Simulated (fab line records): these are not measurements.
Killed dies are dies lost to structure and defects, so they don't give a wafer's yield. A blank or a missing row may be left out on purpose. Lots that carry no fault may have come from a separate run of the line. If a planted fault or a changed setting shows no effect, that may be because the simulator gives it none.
fab line records ; flow n5-finfet
[record] lots = 7; wafers = 39
route steps=1938 shown PMOS_HMC_CHANNEL_EPI@78 DUMMY_GATE@237 SD_EPI_P@321 HKMG_FIN@435 GATE_CUT@501
start-h: hours from the record's opening day to when the first of the lot's shown wafers began ; wait-h: time in hours since the lot's previous step ; " same as the row above ; L1.1+2: several wafers, shown together as one row ; - value missing, or start not given ; * or withheld: withheld ; < > ~ a bound
route shown NAME@n: names a module that has steps shown in the file, with the first one's number in the route ; usual: mean/standard deviation of fault-free wafers ; same: alike in all rows ; chamber/n: place in a boat ; sites: each site's reading ; _std_site: the values' standard deviation ; _edge_site: inner sites' mean taken away from outer sites' mean ; radius-mm: how far each site lies from the wafer's centre ; mask NAME#n: copy n ; behind: tool/chamber where the wafer was last shaped ; hold: the reason the lot was held/the length of the hold in hours/how it ended ; device: the transistor (n, p or np) that didn't switch ; end of line: tests run on the same wafers once the route is complete ; step lacking rows: just its recipe ; killed: the dies lost at the first sort to structure and to defects; this is not the yield of the wafer ; map: a wafer's dies, x killed, . not, _ none there
set.NAME: the setting as run; set.NAME@STEP: as run at that earlier step ; model.NAME: the simulator's own value behind a step, which no gauge read
lots whose settings were changed on purpose; a table a step, a row a wafer
[[steps]]
[step N5_PMOS_HMC_CHANNEL_EPI_EPI_20]
[recipe] material = SiGe30; mask-material = SiO2; pressure-torr = 20; target-thk-a = 590; temp-c = 600
lot.wafer;tool;chamber;start-h;wait-h;set.temp-c;model.SiGe30_of_PMOS_HMC_CHANNEL_EPI_EPI_20.thk-nm
L077.1;epi-rpcvd-02;0;36.63;0.0;600;59.67
L077.2;epi-rpcvd-02;0;36.63;0.0;600;58.74
L077.3;epi-rpcvd-02;0;36.63;0.0;600;60.09
L077.4;epi-rpcvd-02;0;36.63;0.0;600;59.89
L077.5;epi-rpcvd-02;0;36.63;0.0;600;59.48
L077.6;epi-rpcvd-02;0;36.63;0.0;600;59.62
L079.1;epi-rpcvd-03;0;48.04;0.0;600;59.16
L079.2;epi-rpcvd-03;0;48.04;0.0;600;59.85
L079.3;epi-rpcvd-03;0;48.04;0.0;600;58.84
L079.4;epi-rpcvd-03;0;48.04;0.0;600;59.26
L079.5;epi-rpcvd-03;0;48.04;0.0;600;58.77
L079.6;epi-rpcvd-03;0;48.04;0.0;600;59.14
L080.1;epi-rpcvd-03;0;53.75;0.0;600;58.6
L080.2;epi-rpcvd-03;0;53.75;0.0;606;65.8
L080.3;epi-rpcvd-03;0;53.75;0.0;600;58.27
L080.4;epi-rpcvd-03;0;53.75;0.0;606;65.35
L080.5;epi-rpcvd-03;0;53.75;0.0;606;64.78
L080.6;epi-rpcvd-03;0;53.75;0.0;600;59.09
L084.1;epi-rpcvd-02;0;78.26;0.0;605.4;64.57
L084.2;epi-rpcvd-02;0;78.26;0.0;600;58.51
L084.3;epi-rpcvd-02;0;78.26;0.0;605.4;63.81
L084.4;epi-rpcvd-02;0;78.26;0.0;600;58.33
L084.5;epi-rpcvd-02;0;78.26;0.0;600;58.55
L084.6;epi-rpcvd-02;0;78.26;0.0;605.4;64.5
L087.1;epi-rpcvd-03;0;96.87;0.0;602.1;60.78
L087.2;epi-rpcvd-03;0;96.87;0.0;602.1;60.57
L087.3;epi-rpcvd-03;0;96.87;0.0;600;59.21
L087.4;epi-rpcvd-03;0;96.87;0.0;600;59.05
L087.5;epi-rpcvd-03;0;96.87;0.0;600;58.36
L087.6;epi-rpcvd-03;0;96.87;0.0;602.1;61.11
L089.1;epi-rpcvd-02;0;109.80;0.0;605.4;65.28
L089.2;epi-rpcvd-02;0;109.80;0.0;605.4;65.78
L089.3;epi-rpcvd-02;0;109.80;0.0;600;58.98
L089.4;epi-rpcvd-02;0;109.80;0.0;600;59.71
L089.5;epi-rpcvd-02;0;109.80;0.0;605.4;64.63
L089.6;epi-rpcvd-02;0;109.80;0.0;600;58.88
L097.1;epi-rpcvd-02;0;158.77;0.0;600;59.47
L097.4;epi-rpcvd-02;0;158.77;0.0;600;59.79
L097.5;epi-rpcvd-02;0;158.77;0.0;600;60.05
[step N5_DUMMY_GATE_ETCH_37]
[recipe] chemistry = N2/H2; target = SOC; target-depth-a = 600; overetch-a = 300; temp-c = 40; ion-energy-ev = 200; pressure-mtorr = 30; source-w = 840; bias-w = 150; n2-flow-sccm = 200; h2-flow-sccm = 200
[usual] rf-vpp-V = 523.5/2.6
lot.wafer;tool;chamber;start-h;wait-h;set.source-w;rf-vpp-V
L077.1;rie-diel-02;1;70.37;0.0;840;523.2
L077.2;rie-diel-02;0;70.37;0.0;998.4;492.0
L077.3;rie-diel-02;2;70.37;0.0;998.4;495.5
L077.4;rie-diel-02;1;70.37;0.0;840;524.2
L077.5;rie-diel-02;0;70.37;0.0;840;521.3
L077.6;rie-diel-02;2;70.37;0.0;998.4;496.8
L079.1;rie-diel-04;2;75.97;0.0;889.9;517.3
L079.2;rie-diel-04;0;75.97;0.0;889.9;510.4
L079.3;rie-diel-04;1;75.97;0.0;840;523.0
L079.4;rie-diel-04;3;75.97;0.0;840;525.1
L079.5;rie-diel-04;2;75.97;0.0;840;528.0
L079.6;rie-diel-04;3;75.97;0.0;889.9;516.1
L080.1;rie-diel-04;2;82.32;0.0;840;526.8
L080.2;rie-diel-04;0;82.32;0.0;840;520.2
L080.3;rie-diel-04;1;82.32;0.0;840;522.8
L080.4;rie-diel-04;3;82.32;0.0;840;525.0
L080.5;rie-diel-04;2;82.32;0.0;840;525.3
L080.6;rie-diel-04;3;82.32;0.0;840;524.1
L084.1;rie-diel-02;2;106.06;0.0;840;527.4
L084.2;rie-diel-02;1;106.06;0.0;840;524.8
L084.3;rie-diel-02;0;106.06;0.0;884.8;511.6
L084.4;rie-diel-02;3;106.06;0.0;840;525.7
L084.5;rie-diel-02;3;106.06;0.0;884.8;515.5
L084.6;rie-diel-02;0;106.06;0.0;884.8;510.9
L087.1;rie-diel-02;1;131.14;0.0;718.9;551.8
L087.2;rie-diel-02;2;131.14;0.0;840;525.5
L087.3;rie-diel-02;3;131.14;0.0;718.9;553.1
L087.4;rie-diel-02;0;131.14;0.0;718.9;548.7
L087.5;rie-diel-02;1;131.14;0.0;840;523.9
L087.6;rie-diel-02;0;131.14;0.0;840;520.0
L089.1;rie-diel-06;3;139.81;0.0;925.5;504.3
L089.2;rie-diel-06;2;139.81;0.0;840;527.5
L089.3;rie-diel-06;0;139.81;0.0;840;525.0
L089.4;rie-diel-06;1;139.81;0.0;925.5;502.5
L089.5;rie-diel-06;3;139.81;0.0;840;521.5
L089.6;rie-diel-06;2;139.81;0.0;925.5;511.5
L097.1;rie-diel-04;0;186.75;0.0;840;518.5
L097.4;rie-diel-04;1;186.75;0.0;840;521.6
L097.5;rie-diel-04;3;186.75;0.0;840;525.2
[step N5_DUMMY_GATE_ETCH_31]
[recipe] chemistry = C4F6/O2; target = SiO2; mask-material = SOC; target-depth-a = 825; time-s = 27.5; ion-energy-ev = 250; pressure-mtorr = 30; source-w = 345; bias-w = 185; Ar_flow_sccm = 300; C4F6_flow_sccm = 10; O2_flow_sccm = 10
lot.wafer;tool;chamber;start-h;wait-h;set.target-depth-a;model.etch.depth-nm;model.SOC_of_DUMMY_GATE_COAT_34.thk-nm
L077.1;rie-diel-06;3;70.64;0.0;825;81.28;52.2
L077.2;rie-diel-06;1;70.64;0.0;825;81.59;52
L077.3;rie-diel-06;2;70.64;0.0;825;80.03;51.8
L077.4;rie-diel-06;2;70.64;0.0;825;79.28;51.8
L077.5;rie-diel-06;3;70.64;0.0;825;82.04;51.8
L077.6;rie-diel-06;1;70.64;0.0;825;81.07;52
L079.1;rie-diel-06;1;76.43;0.1;825;81.68;52
L079.2;rie-diel-06;2;76.43;0.1;825;80.05;52
L079.3;rie-diel-06;3;76.43;0.1;740.5;73.98;52.6
L079.4;rie-diel-06;3;76.43;0.1;825;83.3;51.6
L079.5;rie-diel-06;2;76.43;0.1;740.5;71.86;52.6
L079.6;rie-diel-06;1;76.43;0.1;740.5;73.56;52.8
L080.1;rie-diel-02;0;82.60;0.0;767.3;74.28;52.6
L080.2;rie-diel-02;1;82.60;0.0;825;79.9;52.2
L080.3;rie-diel-02;3;82.60;0.0;825;79.45;51.8
L080.4;rie-diel-02;1;82.60;0.0;825;80.55;52
L080.5;rie-diel-02;3;82.60;0.0;767.3;74.38;52.4
L080.6;rie-diel-02;0;82.60;0.0;767.3;74.79;52.8
L084.1;rie-diel-06;3;106.34;0.0;759.1;77.3;52.2
L084.2;rie-diel-06;0;106.34;0.0;825;84.94;51.2
L084.3;rie-diel-06;2;106.34;0.0;825;80.04;51.8
L084.4;rie-diel-06;1;106.34;0.0;759.1;75.94;52.2
L084.5;rie-diel-06;2;106.34;0.0;759.1;73.16;52.6
L084.6;rie-diel-06;1;106.34;0.0;825;82.56;51.6
L087.1;rie-diel-06;3;131.58;0.1;825;81.59;51.6
L087.2;rie-diel-06;2;131.58;0.1;743.9;71.5;52.8
L087.3;rie-diel-06;1;131.58;0.1;743.9;72.81;52.6
L087.4;rie-diel-06;0;131.58;0.1;825;84.19;51.2
L087.5;rie-diel-06;2;131.58;0.1;743.9;71.65;52.6
L087.6;rie-diel-06;1;131.58;0.1;825;80.83;51.8
L089.1;rie-diel-02;0;140.11;0.1;825;80.35;52.2
L089.2;rie-diel-02;1;140.11;0.1;825;79.94;52.2
L089.3;rie-diel-02;3;140.11;0.1;854.5;83.35;51.4
L089.4;rie-diel-02;2;140.11;0.1;854.5;83.31;51.8
L089.5;rie-diel-02;1;140.11;0.1;854.5;83.51;51.8
L089.6;rie-diel-02;2;140.11;0.1;825;80.39;51.8
L097.1;rie-diel-06;3;187.03;0.0;825;82.2;51.8
L097.4;rie-diel-06;3;187.03;0.0;825;82.27;51.8
L097.5;rie-diel-06;2;187.03;0.0;825;80.3;52
[step N5_SD_EPI_P_EPI_21]
[recipe] material = SiGe:B; dopant = B; temp-c = 550; pressure-torr = 20; ambient = H2; time-s = 355
lot.wafer;tool;chamber;start-h;wait-h;set.pressure-torr;model.SiGe-B_of_SD_EPI_P_EPI_21.thk-nm
L077.1+5;epi-rpcvd-04;0;78.07;0.1;20;60.4
L077.2;epi-rpcvd-04;0;78.07;0.1;20;60.2
L077.3+6;epi-rpcvd-04;0;78.07;0.1;20;60.6
L077.4;epi-rpcvd-04;0;78.07;0.1;20;60.8
L079.1;epi-rpcvd-01;0;85.39;0.3;22.21;64.8
L079.2+4;epi-rpcvd-01;0;85.39;0.3;22.21;64.6
L079.3+6;epi-rpcvd-01;0;85.39;0.3;22.21;64.2
L079.5;epi-rpcvd-01;0;87.95;2.6;22.21;65.2
L080.1;epi-rpcvd-02;0;90.39;0.1;20;60.6
L080.2;epi-rpcvd-02;0;90.39;0.1;20;60.2
L080.3;epi-rpcvd-02;0;90.39;0.1;20;61.2
L080.4;epi-rpcvd-02;0;90.39;0.1;20;61
L080.5;epi-rpcvd-02;0;90.39;0.1;20;61.4
L080.6;epi-rpcvd-02;0;90.39;0.1;20;60
L084.1+5;epi-rpcvd-04;0;113.71;0.1;23.27;66
L084.2;epi-rpcvd-04;0;113.71;0.1;23.27;64.8
L084.3;epi-rpcvd-04;0;113.71;0.1;23.27;66.2
L084.4+6;epi-rpcvd-04;0;113.71;0.1;23.27;65.6
L087.1;epi-rpcvd-02;0;139.56;0.2;20;61.2
L087.2;epi-rpcvd-02;0;139.56;0.2;20;61.8
L087.3;epi-rpcvd-02;0;139.56;0.2;20;61.6
L087.4+6;epi-rpcvd-02;0;139.56;0.2;20;61.4
L087.5;epi-rpcvd-02;0;139.56;0.2;20;61
L089.1+2+5;epi-rpcvd-04;0;149.52;0.2;23.81;65
L089.3+6;epi-rpcvd-04;0;149.52;0.2;23.81;65.2
L089.4;epi-rpcvd-04;0;149.52;0.2;23.81;64.8
L097.1;epi-rpcvd-04;0;196.39;0.1;20;62.8
L097.4;epi-rpcvd-04;0;197.47;1.1;20;62.6
L097.5;epi-rpcvd-04;0;197.47;1.1;20;62
[step N5_HKMG_FIN_ETCH_32]
[recipe] chemistry = N2/H2; target = SOC; target-depth-a = 2400; temp-c = 40; time-s = 300; ion-energy-ev = 200; mask-material = SiARC; pressure-mtorr = 30; source-w = 840; bias-w = 150; n2-flow-sccm = 200; h2-flow-sccm = 200
[usual] rf-vpp-V = 524.7/2.5
lot.wafer;tool;chamber;start-h;wait-h;set.source-w;rf-vpp-V;model.etch.depth-nm;model.HKMG_FIN.feature-depth-nm
L077.1;rie-diel-01;0;102.01;0.0;840;525.5;235.6;235.6
L077.2;rie-diel-01;2;102.01;0.0;793.3;536.5;232.5;232.4
L077.3;rie-diel-01;1;102.01;0.0;840;524.6;242.4;242.4
L077.4;rie-diel-01;0;102.01;0.0;840;525.0;237.3;237.4
L077.5;rie-diel-01;1;102.01;0.0;793.3;536.3;232.3;232.4
L077.6;rie-diel-01;2;102.01;0.0;793.3;535.4;231.2;231.2
L079.1;rie-diel-03;3;108.82;0.0;983.4;493.0;273.4;273.4
L079.2;rie-diel-03;0;108.82;0.0;983.4;500.3;275.2;275.2
L079.3;rie-diel-03;2;108.82;0.0;840;524.7;232.4;232.4
L079.4;rie-diel-03;2;108.82;0.0;840;524.8;233.6;233.6
L079.5;rie-diel-03;3;108.82;0.0;983.4;492.7;274.4;274.4
L079.6;rie-diel-03;0;108.82;0.0;840;526.5;244.1;244
L080.1;rie-diel-05;2;112.78;0.0;705.2;560.0;224.7;224.6
L080.2;rie-diel-05;0;112.78;0.0;840;523.0;235.6;235.6
L080.3;rie-diel-05;1;112.78;0.0;840;522.1;242.8;242.8
L080.4;rie-diel-05;3;112.78;0.0;705.2;559.8;203.7;203.6
L080.5;rie-diel-05;3;112.78;0.0;840;527.1;234.3;234.2
L080.6;rie-diel-05;0;112.78;0.0;705.2;553.7;203.6;203.6
L084.1;rie-diel-03;0;132.86;0.0;840;528.9;243.8;243.8
L084.2;rie-diel-03;2;132.86;0.0;776.3;538.0;218.9;219
L084.3;rie-diel-03;3;132.86;0.0;840;520.7;242.1;242.2
L084.4;rie-diel-03;3;132.86;0.0;840;520.8;240.9;240.8
L084.5;rie-diel-03;0;132.86;0.0;776.3;541.9;229.1;229.2
L084.6;rie-diel-03;2;132.86;0.0;776.3;537.7;220.2;220.2
L087.1;rie-diel-01;0;160.02;0.0;840;524.5;235.1;235.2
L087.2;rie-diel-01;2;160.02;0.0;840;526.0;242.9;243
L087.3;rie-diel-01;3;160.02;0.0;840;526.5;240.9;241
L087.4;rie-diel-01;1;160.02;0.0;840;524.1;241.1;241.2
L087.5;rie-diel-01;1;160.02;0.0;840;525.7;242.7;242.6
L087.6;rie-diel-01;0;160.02;0.0;840;525.3;233.8;233.8
L089.1;rie-diel-03;2;170.27;0.0;983.5;497.8;268.3;268.2
L089.2;rie-diel-03;1;170.27;0.0;840;523.8;237.3;237.4
L089.3;rie-diel-03;0;170.27;0.0;983.5;499.5;281.7;281.6
L089.4;rie-diel-03;3;170.27;0.0;840;520.1;241.4;241.4
L089.5;rie-diel-03;3;170.27;0.0;840;518.7;241.5;241.4
L089.6;rie-diel-03;2;170.27;0.0;983.5;498.2;267.5;267.4
L097.1;rie-diel-03;2;217.00;0.0;840;523.6;236.7;236.6
L097.4;rie-diel-03;1;217.00;0.0;840;522.9;236.5;236.6
L097.5;rie-diel-03;0;217.00;0.0;840;526.9;245.9;245.8
[step N5_GATE_CUT_CUT_ETCH_54]
[recipe] chemistry = Cl2/BCl3; target = TiN; mask-material = SiO2; target-depth-a = 967; pressure-mtorr = 10; icp-w = 1000; bias-w = 126; Cl2_flow_sccm = 53.25; bcl3-flow-sccm = 21.75; Ar_flow_sccm = 25; ends = cleared
[usual] etch-rf-on-time-s = 36.1/0.75
lot.wafer;tool;chamber;start-h;wait-h;set.icp-w;etch-rf-on-time-s
L077.1;rie-metal-01;1;110.70;0.0;1076;34.0
L077.2;rie-metal-01;0;110.70;0.0;1076;34.0
L077.3;rie-metal-01;1;110.70;0.0;1000;36.2
L077.4;rie-metal-01;0;110.70;0.0;1000;36.5
L077.5;rie-metal-01;1;110.70;0.0;1076;33.7
L077.6;rie-metal-01;0;110.70;0.0;1000;36.4
L079.1;rie-metal-01;0;117.59;0.0;1000;36.0
L079.2;rie-metal-01;1;117.59;0.0;1164;31.4
L079.3;rie-metal-01;1;117.59;0.0;1164;31.3
L079.4;rie-metal-01;0;117.59;0.0;1000;35.9
L079.5;rie-metal-01;1;117.59;0.0;1164;31.2
L079.6;rie-metal-01;0;117.59;0.0;1000;36.1
L080.1;rie-metal-02;1;122.01;0.0;872.9;41.8
L080.2;rie-metal-02;0;122.01;0.0;872.9;40.6
L080.3;rie-metal-02;0;122.01;0.0;1000;36.0
L080.4;rie-metal-02;1;122.01;0.0;872.9;41.6
L080.5;rie-metal-02;0;122.01;0.0;1000;36.0
L080.6;rie-metal-02;1;122.01;0.0;1000;37.4
L084.1;rie-metal-03;1;141.40;0.0;1121;31.3
L084.2;rie-metal-03;0;141.40;0.0;1000;36.2
L084.3;rie-metal-03;0;141.40;0.0;1000;36.2
L084.4;rie-metal-03;1;141.40;0.0;1121;31.2
L084.5;rie-metal-03;0;141.40;0.0;1000;36.4
L084.6;rie-metal-03;1;141.40;0.0;1121;31.4
L087.1;rie-metal-01;1;169.30;0.0;1000;35.7
L087.2;rie-metal-01;0;169.30;0.0;1116;32.8
L087.3;rie-metal-01;1;169.30;0.0;1116;32.7
L087.4;rie-metal-01;0;169.30;0.0;1000;36.0
L087.5;rie-metal-01;1;169.30;0.0;1000;36.2
L087.6;rie-metal-01;0;169.30;0.0;1116;32.8
L089.1;rie-metal-03;0;179.53;0.0;1000;36.6
L089.2;rie-metal-03;1;179.53;0.0;852.6;40.2
L089.3;rie-metal-03;1;179.53;0.0;852.6;40.2
L089.4;rie-metal-03;0;179.53;0.0;852.6;41.8
L089.5;rie-metal-03;0;179.53;0.0;1000;36.5
L089.6;rie-metal-03;1;179.53;0.0;1000;35.3
L097.1;rie-metal-02;0;225.57;0.0;1000;36.3
L097.4;rie-metal-02;0;225.57;0.0;1000;36.3
L097.5;rie-metal-02;1;225.57;0.0;1000;37.6
[[key]]
[split] step = N5_PMOS_HMC_CHANNEL_EPI_EPI_20; setting = temp-c; stated = 600; by = wafer
[response] step = N5_PMOS_HMC_CHANNEL_EPI_EPI_20; reading = model.SiGe30_of_PMOS_HMC_CHANNEL_EPI_EPI_20.thk-nm; change = +6.57; per = 1%; r = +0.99
[split] step = N5_DUMMY_GATE_ETCH_37; setting = source-w; stated = 840; by = wafer
[response] step = N5_DUMMY_GATE_ETCH_37; reading = rf-vpp-V; change = -1.72; per = 1%; r = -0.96
[split] step = N5_DUMMY_GATE_ETCH_31; setting = target-depth-a; stated = 825; by = wafer
[response] step = N5_DUMMY_GATE_ETCH_31; reading = model.etch.depth-nm; change = +0.899; per = 1%; r = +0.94
[response] step = N5_DUMMY_GATE_ETCH_31; reading = model.SOC_of_DUMMY_GATE_COAT_34.thk-nm; change = -0.0959; per = 1%; r = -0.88
[split] step = N5_SD_EPI_P_EPI_21; setting = pressure-torr; stated = 20; by = lot
[response] step = N5_SD_EPI_P_EPI_21; reading = model.SiGe-B_of_SD_EPI_P_EPI_21.thk-nm; change = +0.244; per = 1%; r = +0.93
[split] step = N5_HKMG_FIN_ETCH_32; setting = source-w; stated = 840; by = wafer
[response] step = N5_HKMG_FIN_ETCH_32; reading = rf-vpp-V; change = -1.74; per = 1%; r = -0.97
[response] step = N5_HKMG_FIN_ETCH_32; reading = model.etch.depth-nm; change = +1.95; per = 1%; r = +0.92
[response] step = N5_HKMG_FIN_ETCH_32; reading = model.HKMG_FIN.feature-depth-nm; change = +1.95; per = 1%; r = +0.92
[split] step = N5_GATE_CUT_CUT_ETCH_54; setting = icp-w; stated = 1000; by = wafer
[response] step = N5_GATE_CUT_CUT_ETCH_54; reading = etch-rf-on-time-s; change = *; per = 1%; r = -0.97
